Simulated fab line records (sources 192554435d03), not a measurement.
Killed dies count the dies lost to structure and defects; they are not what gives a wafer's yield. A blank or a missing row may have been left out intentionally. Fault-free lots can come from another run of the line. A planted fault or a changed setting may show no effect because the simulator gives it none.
fab line records -- flow n5Finfet
[record] lots = 3, wafers = 9, lastDay = 16
route steps=1938 shown MOL_CONTACT_COAG@547 BEOL_M4@1111 PASSIVATION@1936
lots that met no fault: taken from a fault-free run of the same line
startH: hours from the record's opening day to when the first of the lot's shown wafers began -- waitH: hours since the lot's step before -- " unchanged from the row above -- L1.1+2: one row covering several wafers at once -- - value missing, or start not given -- * or withheld: withheld -- < > ~ a bound
route shown NAME@n: a module of which the file shows steps, and the number in the route of the first -- usual: mean/standard deviation taken from wafers without a fault -- same: alike in all rows -- chamber/n: place in a boat -- sites: readings site by site -- _std_site: their standard deviation -- _edge_site: the outer-site mean with the inner-site mean subtracted -- radiusMm: how far each site lies from the wafer's centre -- mask NAME#n: copy n -- behind: the last tool/chamber to shape the wafer -- hold: the reason the lot was held/the length of the hold in hours/how it ended -- device: which transistor (n, p or np) failed to switch -- end of line: at the end of the route, the tests of the same wafers -- for a step that has no rows: nothing shown but its recipe -- killed: dies that structure and defects cost at the first sort, which is not the same as the wafer's yield -- map: a wafer's dies, marking killed ones x, the rest . and places with no die _
set.NAME: the setting the step ran with; set.NAME@STEP: the setting that earlier step ran with -- model.NAME: the simulator's own value behind a step, which no gauge read
lots at some steps of the route; a table a step, a row a wafer
services: from which hour (startH, from the record's first day; less than 0 if before it) a tool's chamber was out of use, for how many hours, and why
[[steps]]
[step N5_MOL_CONTACT_COAG_SPUTTER_143]
[recipe] material = Co, targetThkA = 25, tempC = 25, chamberPressurePa = 0.2
[step N5_MOL_CONTACT_COAG_CO_FILL_22]
[recipe] material = Co, targetThkA = 200, tempC = 200, precursor = CCTBA/H2, pressureTorr = 30
[step N5_MOL_CONTACT_COAG_ANNEAL_113]
[recipe] tempC = 400, timeS = 300, ambient = H2/N2
[step N5_MOL_CONTACT_COAG_PRE_CLEAN_142]
[recipe] gas = H2/He, timeS = 60, tempC = 300
[step N5_MOL_CONTACT_COAG_SPUTTER_130]
[recipe] material = Co, targetThkA = 475, tempC = 25, chamberPressurePa = 0.5, powerW = 3000
[step N5_MOL_CONTACT_COAG_PRECLEAN_125]
[recipe] chemistry = DIW, timeS = 57.5, tempC = 23
[step N5_MOL_CONTACT_COAG_SRD_126]
[recipe] dryTimeS = 32, dry = n2Spin, spinRpm = 1500
[step N5_MOL_CONTACT_COAG_CMP_23]
[recipe] stopOn = SiO2, tOverpolishS = 1.5, postCmpClean = cuAlkaline, downForcePsi = 2, platenRpm = 50.289, padVelocityMS = 1.0006, targetThkNm = 0
[step N5_MOL_CONTACT_COAG_WET_ETCH_26]
[recipe] target = Co, targetDepthNm = 13
[step N5_MOL_CONTACT_COAG_WET_ETCH_116]
[recipe] chemistry = SC1-inhibited, targetDepthNm = 4.6, dry = ipaMarangoni, rinseTimeS = 30, rinseTempC = 23
[step N5_MOL_CONTACT_COAG_ALD_27]
[recipe] material = SiOC, targetThkA = 170, tempC = 400, aldPrecursorFamily = carbosiloxane, aldCoReactant = H2-plasma, pulseTimeS = 1.5, timeS = 2720, purgeTimeS = 2, coReactantPurgeTimeS = 2, aldCycles = 340, pressureTorr = 2
[usual] chamberPressureTorr = 2.000/0.0045, heaterPowerW = 871/77, precursorPulseHeightRel = 1.001/0.02, runLengthS = 2770.0/0.63, timeS = 2720/0
lot.wafer,tool,chamber,startH,waitH,chamberPressureTorr,heaterPowerW,precursorPulseHeightRel,runLengthS,timeS,model.SiOC_of_MOL_CONTACT_COAG_ALD_27.thkNm
L250.4,aldSin-01,3,105.49,0.2,2.007,767,0.978,2769.5,2720,16.8
L250.5,aldSin-01,3,105.49,0.2,2.004,749,1.011,2769.3,2720,17
L250.6,aldSin-01,2,105.49,0.2,2.000,702,0.999,2769.5,2720,17
L255.2,aldSin-03,0,129.75,0.0,2.004,881,1.008,2769.9,2720,17.2
L255.4,aldSin-03,1,129.75,0.0,2.006,852,1.008,2770.5,2720,17
L255.6,aldSin-03,1,129.75,0.0,2.000,865,1.010,2770.6,2720,17
L267.1,aldSin-03,3,208.17,0.0,1.995,869,0.978,2770.6,2720,17
L267.2,aldSin-03,0,208.17,0.0,1.997,887,1.027,1957.1,1907.5,12
L267.3,aldSin-03,1,208.17,0.0,2.002,867,1.017,2770.7,2720,17
[step N5_MOL_CONTACT_COAG_CMP_28]
[recipe] stopOn = SiNx, tOverpolishS = 0.85, postCmpClean = alkalineBrush, downForcePsi = 4.15, platenRpm = 51.8, padVelocityMS = 1.0307, targetThkNm = 14.522
[step N5_MOL_CONTACT_COAG_ALD_123]
[recipe] material = SiNx, targetThkA = 50, tempC = 400, aldPrecursorFamily = SiH2I2, aldCoReactant = N2/H2-plasma, pulseTimeS = 1, purgeTimeS = 2, coReactantPurgeTimeS = 2, aldCycles = 100, pressureTorr = 2
[step N5_MOL_CONTACT_COAG_PECVD_31]
[recipe] material = SiO2, targetThkA = 460, tempC = 400, precursor = TEOS/O2, pressureTorr = 6.5, rfW = withheld, teosFlowSccm = withheld, gas = O2, flowSccm = 2650, timeS = 8.9
[step N5_MOL_CONTACT_COAG_COAT_75]
[recipe] resist = SOC, tempC = 250, timeS = 60, spinRpm = 1500, resistThkNm = 60
[step N5_MOL_CONTACT_COAG_COAT_76]
[recipe] resist = SiARC, tempC = 220, timeS = 60, spinRpm = 1500, resistThkNm = 10
[step N5_MOL_CONTACT_COAG_COAT_77]
[recipe] resist = underlayer, tempC = 205, timeS = 60, spinRpm = 1500, resistThkNm = 10
[step N5_MOL_CONTACT_COAG_COAT_78]
[recipe] resist = CAR-EUV, spinRpm = 1500, resistThkNm = 40
[step N5_MOL_CONTACT_COAG_EBR_80]
[recipe] solvent = PGMEA, ebrWidthMm = 1.5
[step N5_MOL_CONTACT_COAG_SOFTBAKE_79]
[recipe] tempC = 110, timeS = 60, resist = CAR-EUV
[step N5_MOL_CONTACT_COAG_EXPOSE_81]
[recipe] maskId = VG, na = 0.33, sourceShape = annular, sigmaInner = 0.3, sigmaOuter = 0.7, polarization = unpolarized, defocusNm = 0, doseMj = 59.5
[step N5_MOL_CONTACT_COAG_PEB_82]
[recipe] pebTempC = 100, pebTimeS = 60, resist = CAR-EUV
[step N5_MOL_CONTACT_COAG_DEVELOP_83]
[recipe] developTimeS = 30, developer = TMAH, resist = CAR-EUV, rinseLiquid = surfactantRinse, dry = airSpin, devTempC = 23
[step N5_MOL_CONTACT_COAG_DESCUM_88]
[recipe] chemistry = O2, timeS = 7, sourcePowerW = 50, biasPowerW = 20, pressureMtorr = 20, rfFrequencyHz = 2.712e+07, tempC = 40, resist = CAR-EUV, o2FlowSccm = 225
[step N5_MOL_CONTACT_COAG_ETCH_89]
[recipe] chemistry = N2/H2, target = underlayer, targetDepthA = 130, maskMaterial = CAR-EUV, timeS = 10.4, ionEnergyEv = 200, pressureMtorr = 30, sourceW = 840, biasW = 150, n2FlowSccm = 200, h2FlowSccm = 200, ends = cleared
[step N5_MOL_CONTACT_COAG_ETCH_90]
[recipe] chemistry = CF4, target = SiARC, targetDepthA = 130, maskMaterial = CAR-EUV, timeS = 21.7, ionEnergyEv = 80, pressureMtorr = 40, sourceW = 545, biasW = 36, Ar_flow_sccm = 100, cf4FlowSccm = 100, ends = cleared
[step N5_MOL_CONTACT_COAG_ALD_131]
[recipe] material = SiO2, targetThkA = 50, tempC = 100, aldPrecursorFamily = BDEAS, aldCoReactant = O2-plasma, pulseTimeS = 1, coReactantPulseTimeS = 1, purgeTimeS = 2, coReactantPurgeTimeS = 2, aldCycles = 35, pressureTorr = 2
[step N5_MOL_CONTACT_COAG_ETCHBACK_132]
[recipe] chemistry = CHF3, target = SiO2, targetDepthA = 100, timeS = 6.7, ionEnergyEv = 200, pressureMtorr = 30, sourceW = 610, biasW = 170, Ar_flow_sccm = 200, CHF3_flow_sccm = 50
[step N5_MOL_CONTACT_COAG_ETCH_91]
[recipe] chemistry = N2/H2, target = SOC, targetDepthA = 600, overetchA = 210, maskMaterial = SiARC, tempC = 40, timeS = 101.2, ionEnergyEv = 200, pressureMtorr = 30, sourceW = 840, biasW = 150, n2FlowSccm = 200, h2FlowSccm = 200
[step N5_MOL_CONTACT_COAG_STRIP_92]
[recipe] chemistry = N2/H2, tempC = 40, n2FlowSccm = 200, h2FlowSccm = 200, rfFrequencyHz = 6e+07
[step N5_MOL_CONTACT_COAG_STRIP_93]
[recipe] chemistry = N2/H2, tempC = 40, n2FlowSccm = 200, h2FlowSccm = 200, rfFrequencyHz = 6e+07
[step N5_MOL_CONTACT_COAG_ETCHBACK_135]
[recipe] chemistry = CHF3, target = SiO2, targetDepthA = 250, timeS = 16.7, ionEnergyEv = 200, pressureMtorr = 30, sourceW = 610, biasW = 170, Ar_flow_sccm = 200, CHF3_flow_sccm = 50
[step N5_MOL_CONTACT_COAG_STRIP_118]
[recipe] chemistry = CHF3, resist = SiARC, rfFrequencyHz = 6e+07
[step N5_MOL_CONTACT_COAG_VIA_ETCH_46]
[recipe] chemistry = C4F6/O2, targetDepthA = 460, overetchA = 92, maskMaterial = SOC, target = SiO2, biasW = 455, pressureMtorr = 10, timeS = 40, sourceW = 325, Ar_flow_sccm = 300, C4F6_flow_sccm = 10, O2_flow_sccm = 10, ionEnergyEv = 575.3, ends = endPoint
[step N5_MOL_CONTACT_COAG_STRIP_96]
[recipe] chemistry = N2/H2, powerW = 500, tempC = 40, pressureMtorr = 50, rfFrequencyHz = 6e+07, overashFraction = 0.3, biasPowerW = 28, h2Frac = 0.5, n2FlowSccm = 300, h2FlowSccm = 300
[step N5_MOL_CONTACT_COAG_ETCH_47]
[recipe] chemistry = CH3F/O2, target = SiNx, targetDepthA = 270, maskMaterial = SiO2, stopOn = W, overEtchFrac = 0.2, ionEnergyEv = 120, endpoint = OES-CN, pressureMtorr = 30, sourceW = 395, biasW = 73, Ar_flow_sccm = 150, CH3F_flow_sccm = 30, O2_flow_sccm = 20, ends = endPoint
[step N5_MOL_CONTACT_COAG_ETCH_124]
[recipe] chemistry = CH3F/O2, target = SiNx, targetDepthA = 65, maskMaterial = SOC, stopOn = SiOC, overEtchFrac = 0.3, ionEnergyEv = 120, pressureMtorr = 30, sourceW = 395, biasW = 73, Ar_flow_sccm = 150, CH3F_flow_sccm = 30, O2_flow_sccm = 20, ends = endPoint
[usual] drypumpMotorCurrentA = 5.7/0.45, oesProductAu = 0.69/0.075, rfVppV = 296/3.2, showerheadPlenumPTorr = 2.00/0.064, throttleValvePct = 16.18/0.22
lot.wafer,tool,chamber,startH,waitH,drypumpMotorCurrentA,oesProductAu,rfHoursCounterH,rfVppV,showerheadPlenumPTorr,throttleValvePct,model.SiOC_of_MOL_CONTACT_COAG_ALD_27.thkNm
L250.4,rieDiel-01,2,110.55,0.0,5.6,0.66,149,290,2.00,16.03,15.8
L250.5,rieDiel-01,1,110.55,0.0,5.9,0.80,-,293,1.96,16.01,15.4
L250.6,rieDiel-01,2,110.55,0.0,5.6,0.67,-,290,2.00,16.02,15.2
L255.2,rieDiel-01,2,135.21,0.0,5.6,0.66,158,291,2.00,16.04,12.8
L255.4,rieDiel-01,3,135.21,0.0,6.2,0.76,31,301,2.13,15.96,14.2
L255.6,rieDiel-01,3,135.21,0.0,6.2,0.76,-,301,2.13,15.96,13.4
L267.1,rieDiel-01,3,213.42,0.0,6.2,0.71,63,301,2.11,16.01,12.8
L267.2,rieDiel-01,0,213.42,0.0,6.2,0.78,16,293,2.05,15.77,11.8
L267.3,rieDiel-01,2,213.42,0.0,5.6,0.64,191,292,1.99,16.10,13.6
[step N5_MOL_CONTACT_COAG_ETCH_48]
[recipe] chemistry = C4F6/O2, targetDepthA = 150, overetchA = 45, maskMaterial = SOC, target = SiOC, biasW = 465, pressureMtorr = 10, timeS = 17, sourceW = 335, Ar_flow_sccm = 300, C4F6_flow_sccm = 10, O2_flow_sccm = 10, ionEnergyEv = 576
[usual] drypumpMotorCurrentA = 5.7/0.44, oesProductAu = 0.66/0.075, rfVppV = 1581/15, showerheadPlenumPTorr = 2.84/0.088, throttleValvePct = 40.45/0.23
lot.wafer,tool,chamber,startH,waitH,drypumpMotorCurrentA,oesProductAu,rfHoursCounterH,rfVppV,showerheadPlenumPTorr,throttleValvePct,model.etch.depthNm
L250.4,rieDiel-01,2,110.59,0.0,5.6,0.69,149,1557,2.85,40.22,15.76
L250.5,rieDiel-01,1,110.59,0.0,5.9,0.81,-,1567,2.78,40.40,15.42
L250.6,rieDiel-01,2,110.59,0.0,5.5,0.68,-,1558,2.85,40.21,15.26
L255.2,rieDiel-01,2,135.25,0.0,5.6,0.61,158,1556,2.84,40.21,12.76
L255.4,rieDiel-01,3,135.25,0.0,6.2,0.73,31,1602,3.01,40.32,14.29
L255.6,rieDiel-01,3,135.25,0.0,6.2,0.71,-,1604,3.01,40.34,13.36
L267.1,rieDiel-01,3,213.46,0.0,6.2,0.65,63,1601,2.99,40.35,12.87
L267.2,rieDiel-01,0,213.46,0.0,6.2,0.70,16,1568,2.90,40.05,11.9
L267.3,rieDiel-01,2,213.46,0.0,5.5,0.61,191,1556,2.83,40.22,13.67
[step N5_BEOL_M4_RC_MEAS_101]
[usual] DIBL_N = 36.4/1.2, DIBL_P = 36.1/1.6, IOFF_N = 0.156/0.024, IOFF_P = 0.21/0.031, ION_N = 674/11, ION_P = 463/6.9, SS_N = 71.5/0.5, SS_P = 73.2/0.55, VT_N = 250.0/2.9, VT_P = -250/3.6
lot.wafer,tool,chamber,startH,waitH,DIBL_N[mV/V],DIBL_P[mV/V],IOFF_N[nA/um],IOFF_P[nA/um],ION_N[uA/um],ION_P[uA/um],SS_N[mV/dec],SS_P[mV/dec],VT_N[mV],VT_P[mV]
L250.4,prober-01,0,168.34,0.5,34.8,33.9,0.139,0.22,675,475,71.8,72.6,248.1,-245
L250.5,prober-01,0,168.34,0.5,36.0,34.2,0.144,0.21,680,470,72.0,72.8,250.9,-248
L250.6,prober-01,0,168.34,0.5,36.9,36.6,0.171,0.26,688,473,71.5,73.7,247.8,-246
L255.2,prober-01,0,192.11,0.2,36.2,34.4,0.161,0.24,667,470,72.6,73.3,249.5,-246
L255.4,prober-01,0,192.11,0.2,35.2,32.9,0.143,0.23,665,463,70.9,73.5,252.3,-247
L255.6,prober-01,0,192.11,0.2,36.8,34.7,0.175,0.25,685,469,70.6,74.1,245.7,-244
L267.1,prober-01,0,282.70,0.0,36.6,38.1,0.148,0.19,665,455,71.4,72.9,254.3,-253
L267.2,prober-01,0,282.70,0.0,35.0,36.0,0.119,0.17,666,458,71.1,72.8,255.6,-253
L267.3,prober-01,0,282.70,0.0,35.0,36.6,0.127,0.18,663,458,71.2,73.0,254.6,-254
[step N5_PASSIVATION_PROBE_49]
[usual] defectLimitedYield = 91.4/1.5, killed_at_M0_to_M3 = 31/11, killed_at_M4_up = 13/5.5, killedAtContacts = 13/6.3, killedAtFrontEnd = 40/13, killedAtOther = 3.3/2.6, killedDies = 101/18, killedOpen = 67/13, killedShort = 33/7.9, sort_bin_5_function = 5.1/1, sort_bin_6_memory = 3.2/0.68, sortNPass = 1079/18, sortYieldPct = 91.4/1.5
[same] grossDies = 1180, killedAtBackSide = 0, sort_bin_4_leakage[%] = 0, sort_bin_8_speed[%] = 0
lot.wafer,tool,chamber,startH,waitH,defectLimitedYield[%],killed_at_M0_to_M3,killed_at_M4_up,killedAtContacts,killedAtFrontEnd,killedAtOther,killedDies,killedOpen,killedShort,sort_bin_5_function[%],sort_bin_6_memory[%],sortNPass,sortYieldPct[%]
L255.2,prober-01,-,289.12,0.1,92.3,31,12,6,41,1,91,61,30,4.6,2.9,1089,92.3
L255.4,prober-01,-,289.22,0.2,92.6,30,10,14,31,2,87,60,27,4.9,2.4,1093,92.6
L255.6,prober-01,-,289.32,0.3,93.8,24,8,20,19,2,73,48,25,4.2,1.9,1107,93.8
L267.1,prober-01,-,379.74,0.0,91.5,39,7,11,40,3,100,65,34,5.0,3.4,1080,91.5
L267.2,prober-01,-,379.79,0.1,92.2,25,6,16,42,3,92,58,32,4.4,3.0,1088,92.2
L267.3,prober-01,-,379.84,0.1,91.3,29,4,10,45,15,103,65,36,4.7,3.7,1077,91.3
// killed by level:class
L255.2 STI_FIN_REVEAL:geometricParticle:open=12 BEOL_M0_SAQP:geometricParticle:short=9 DUMMY_GATE:geometricParticle:open=7 BEOL_M0_SAQP:geometricParticle:open=7 STARTING-WAFER:geometricParticle:short=6 BEOL_M2:geometricParticle:open=5 BEOL_M1:geometricParticle:open=4 BEOL_M3:geometricParticle:open=4
L255.4 MOL_CONTACT_COAG:geometricParticle:open=13 BEOL_M3:geometricParticle:open=7 FIN_SAQP:geometricParticle:open=6 BEOL_M0_SAQP:geometricParticle:short=6 BEOL_M2:geometricParticle:open=6 BEOL_M1:geometricParticle:open=5 SPACER0:geometricParticle:short=4 STI_FIN_REVEAL:geometricParticle:open=3
L255.6 MOL_CONTACT_COAG:geometricParticle:open=16 BEOL_M0_SAQP:geometricParticle:short=5 MOL_CONTACT_COAG:geometricParticle:short=4 BEOL_M1:geometricParticle:open=4 BEOL_M2:geometricParticle:open=4 BEOL_M2:geometricParticle:short=4 FIN_SAQP:geometricParticle:open=3 STARTING-WAFER:geometricParticle:open=3
L267.1 BEOL_M3:geometricParticle:open=17 FIN_SAQP:geometricParticle:open=9 MOL_CONTACT_COAG:geometricParticle:open=9 BEOL_M2:geometricParticle:open=6 STI_FIN_REVEAL:geometricParticle:open=5 GATE_CUT:geometricParticle:short=5 BEOL_M3:geometricParticle:short=5 STARTING-WAFER:geometricParticle:open=5
L267.2 MOL_CONTACT_COAG:geometricParticle:open=13 FIN_SAQP:geometricParticle:open=11 FIN_SAQP:geometricParticle:short=7 BEOL_M1:geometricParticle:open=7 DUMMY_GATE:geometricParticle:open=5 GATE_CUT:geometricParticle:short=5 BEOL_M0_SAQP:geometricParticle:short=5 BEOL_M0_SAQP:geometricParticle:open=4
L267.3 FIN_SAQP:geometricParticle:open=13 BEOL_M3:geometricParticle:open=13 MOL_CONTACT_COAG:geometricParticle:open=9 FIN_SAQP:geometricParticle:short=6 STI_FIN_REVEAL:geometricParticle:open=6 PASS1_CAP:geometricParticle:short=6 BEOL_M0_SAQP:geometricParticle:short=5 PASS1_CAP:geometricParticle:open=4
[[services]]
tool,chamber,startH,hours,kind
aldSin-03,-,85.25,14.0,pm
aldSin-03,0,85.25,14.0,ventCycle
aldSin-03,1,85.25,14.0,ventCycle
aldSin-03,2,85.25,14.0,ventCycle
aldSin-03,3,85.25,14.0,ventCycle
aldSin-03,0,99.25,-,clean
aldSin-03,1,99.25,-,clean
aldSin-03,2,99.25,-,clean
aldSin-03,3,99.25,-,clean
aldSin-03,3,101.40,10.0,repair
aldSin-03,0,108.39,8.2,repair
rieDiel-01,1,121.69,7.3,repair
rieDiel-01,0,144.08,-,clean
rieDiel-01,0,144.08,-,consumableReplace:focusRing
rieDiel-01,0,144.08,27.9,scheduledDown
rieDiel-01,0,144.08,27.9,ventCycle
rieDiel-01,1,172.82,7.6,repair
[[key]]
[firstSign] step = N5_MOL_CONTACT_COAG_ALD_27, reading = timeS, direction = down, sigmas = 99+, usual = *, struck = *
[effect] step = N5_MOL_CONTACT_COAG_ALD_27, reading = runLengthS, direction = down, sigmas = 99+, usual = *, struck = *
[modelEffect] step = N5_MOL_CONTACT_COAG_ALD_27, value = SiOC_of_MOL_CONTACT_COAG_ALD_27.thkNm, without = 17, struck = 12
[modelEffect] step = N5_MOL_CONTACT_COAG_ETCH_124, value = SiOC_of_MOL_CONTACT_COAG_ALD_27.thkNm, without = 13.8, struck = 11.8
[modelEffect] step = N5_MOL_CONTACT_COAG_ETCH_48, value = etch.depthNm, without = 13.84, struck = 11.9
metAt N5_MOL_CONTACT_COAG_ALD_27
struckWafers L267.2
onsetBetween 129.75 208.17
[fault] kind = processParameterDrift, tool = aldSin-03, chamber = 0, onsetH = 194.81, steps = N5_MOL_CONTACT_COAG_ALD_27, channel = timeS, offset = *, shape = step, endH = 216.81, stated = *
